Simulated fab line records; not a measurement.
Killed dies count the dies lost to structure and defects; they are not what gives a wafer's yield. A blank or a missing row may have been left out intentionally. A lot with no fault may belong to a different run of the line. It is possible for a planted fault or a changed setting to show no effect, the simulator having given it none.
Lot-split experiment || flow n5-finfet || 21 wafers read across 7 lots, on a route 1938 steps long

THE SPLIT
At N5_FIN_SAQP_ALD_61 (deposits SiO2, target thk 4 nm, pulse time 1 s, purge time 2 s), the setting temp-c was moved away from the recipe's 300 C on 9 of the 21 wafers read, by -4.3% to +3.8%. The other wafers ran this setting at the recipe's value.

The reading is taken at the split's own step.

THE READING
SiO2_of_FIN_SAQP_ALD_61.thk-nm (the simulator's own value, which no gauge read), in nm, at N5_FIN_SAQP_ALD_61 (deposits SiO2, target thk 4 nm, pulse time 1 s, purge time 2 s). There is no usual value for it anywhere in the file. The 12 wafers here that ran the recipe average 3.990 nm, standard deviation 0.03 nm.

{"wafer": "L075.1", "tool, chamber at the split": "ald-sin-01, 2", "temp-c as run, C": 300, "against the recipe": "recipe", "SiO2_of_FIN_SAQP_ALD_61.thk-nm, nm": 3.938, "against lot-mates on the recipe": "-"}
{"wafer": "L075.2", "tool, chamber at the split": "ald-sin-01, 0", "temp-c as run, C": 300, "against the recipe": "recipe", "SiO2_of_FIN_SAQP_ALD_61.thk-nm, nm": 3.973, "against lot-mates on the recipe": "-"}
{"wafer": "L075.3", "tool, chamber at the split": "ald-sin-01, 3", "temp-c as run, C": 300, "against the recipe": "recipe", "SiO2_of_FIN_SAQP_ALD_61.thk-nm, nm": 3.956, "against lot-mates on the recipe": "-"}
{"wafer": "L076.4", "tool, chamber at the split": "ald-sin-02, 3", "temp-c as run, C": 311.4, "against the recipe": "+3.8%", "SiO2_of_FIN_SAQP_ALD_61.thk-nm, nm": 3.937, "against lot-mates on the recipe": -0.087}
{"wafer": "L076.5", "tool, chamber at the split": "ald-sin-02, 1", "temp-c as run, C": 300, "against the recipe": "recipe", "SiO2_of_FIN_SAQP_ALD_61.thk-nm, nm": 4.034, "against lot-mates on the recipe": "-"}
{"wafer": "L076.6", "tool, chamber at the split": "ald-sin-02, 0", "temp-c as run, C": 300, "against the recipe": "recipe", "SiO2_of_FIN_SAQP_ALD_61.thk-nm, nm": 4.015, "against lot-mates on the recipe": "-"}
{"wafer": "L077.1", "tool, chamber at the split": "ald-sin-02, 2", "temp-c as run, C": 289.7, "against the recipe": "-3.4%", "SiO2_of_FIN_SAQP_ALD_61.thk-nm, nm": 4.143, "against lot-mates on the recipe": "+0.144"}
{"wafer": "L077.3", "tool, chamber at the split": "ald-sin-02, 3", "temp-c as run, C": 289.7, "against the recipe": "-3.4%", "SiO2_of_FIN_SAQP_ALD_61.thk-nm, nm": 4.13, "against lot-mates on the recipe": "+0.131"}
{"wafer": "L077.6", "tool, chamber at the split": "ald-sin-02, 0", "temp-c as run, C": 300, "against the recipe": "recipe", "SiO2_of_FIN_SAQP_ALD_61.thk-nm, nm": 3.999, "against lot-mates on the recipe": "-"}
{"wafer": "L080.1", "tool, chamber at the split": "ald-sin-01, 1", "temp-c as run, C": 289.7, "against the recipe": "-3.4%", "SiO2_of_FIN_SAQP_ALD_61.thk-nm, nm": 4.125, "against lot-mates on the recipe": "+0.165"}
{"wafer": "L080.2", "tool, chamber at the split": "ald-sin-01, 3", "temp-c as run, C": 300, "against the recipe": "recipe", "SiO2_of_FIN_SAQP_ALD_61.thk-nm, nm": 3.957, "against lot-mates on the recipe": "-"}
{"wafer": "L080.5", "tool, chamber at the split": "ald-sin-01, 2", "temp-c as run, C": 300, "against the recipe": "recipe", "SiO2_of_FIN_SAQP_ALD_61.thk-nm, nm": 3.962, "against lot-mates on the recipe": "-"}
{"wafer": "L082.3", "tool, chamber at the split": "ald-sin-01, 3", "temp-c as run, C": 305.2, "against the recipe": "+1.7%", "SiO2_of_FIN_SAQP_ALD_61.thk-nm, nm": 3.949, "against lot-mates on the recipe": "no lot-mate on the recipe"}
{"wafer": "L082.4", "tool, chamber at the split": "ald-sin-01, 2", "temp-c as run, C": 305.2, "against the recipe": "+1.7%", "SiO2_of_FIN_SAQP_ALD_61.thk-nm, nm": 3.946, "against lot-mates on the recipe": "no lot-mate on the recipe"}
{"wafer": "L082.6", "tool, chamber at the split": "ald-sin-01, 2", "temp-c as run, C": 305.2, "against the recipe": "+1.7%", "SiO2_of_FIN_SAQP_ALD_61.thk-nm, nm": 3.939, "against lot-mates on the recipe": "no lot-mate on the recipe"}
{"wafer": "L087.1", "tool, chamber at the split": "ald-sin-02, 3", "temp-c as run, C": 300, "against the recipe": "recipe", "SiO2_of_FIN_SAQP_ALD_61.thk-nm, nm": 4.003, "against lot-mates on the recipe": "-"}
{"wafer": "L087.4", "tool, chamber at the split": "ald-sin-02, 0", "temp-c as run, C": 287.9, "against the recipe": "-4.0%", "SiO2_of_FIN_SAQP_ALD_61.thk-nm, nm": 4.182, "against lot-mates on the recipe": "+0.175"}
{"wafer": "L087.5", "tool, chamber at the split": "ald-sin-02, 2", "temp-c as run, C": 300, "against the recipe": "recipe", "SiO2_of_FIN_SAQP_ALD_61.thk-nm, nm": 4.011, "against lot-mates on the recipe": "-"}
{"wafer": "L095.1", "tool, chamber at the split": "ald-sin-02, 1", "temp-c as run, C": 287.1, "against the recipe": "-4.3%", "SiO2_of_FIN_SAQP_ALD_61.thk-nm, nm": 4.205, "against lot-mates on the recipe": "+0.190"}
{"wafer": "L095.3", "tool, chamber at the split": "ald-sin-02, 2", "temp-c as run, C": 300, "against the recipe": "recipe", "SiO2_of_FIN_SAQP_ALD_61.thk-nm, nm": 4.003, "against lot-mates on the recipe": "-"}
{"wafer": "L095.6", "tool, chamber at the split": "ald-sin-02, 0", "temp-c as run, C": 300, "against the recipe": "recipe", "SiO2_of_FIN_SAQP_ALD_61.thk-nm, nm": 4.027, "against lot-mates on the recipe": "-"}

THE FIT
A straight line over all 21 wafers: SiO2_of_FIN_SAQP_ALD_61.thk-nm changes by -0.0371 nm for each +1% of temp-c; r = -0.92; the points scatter about the line by 0.034 nm.
The same after taking each lot's own level away (the mean of its wafers on the recipe; 18 wafers): -0.0384 nm for each +1%; r = -0.97; scatter 0.019 nm.
That fit puts the effect of the largest move of temp-c on the reading at 0.17 nm.
Across the lots, their own levels run from 3.9557 to 4.0245 nm, a range of 2.3 times the standard deviation given above.
Consequently the slope shifts little with the lot-to-lot level, the two slopes agreeing.
Check: +0.168 nm against its lot-mates is what the line predicts for one of the wafers moved furthest among these (-4.3%) when that wafer is left out of the fit. Against them it came out at +0.19 nm.

THE FILE'S OWN FIT
SiO2_of_FIN_SAQP_ALD_61.thk-nm changes by -0.0398 nm for each +1% of temp-c, r = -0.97.
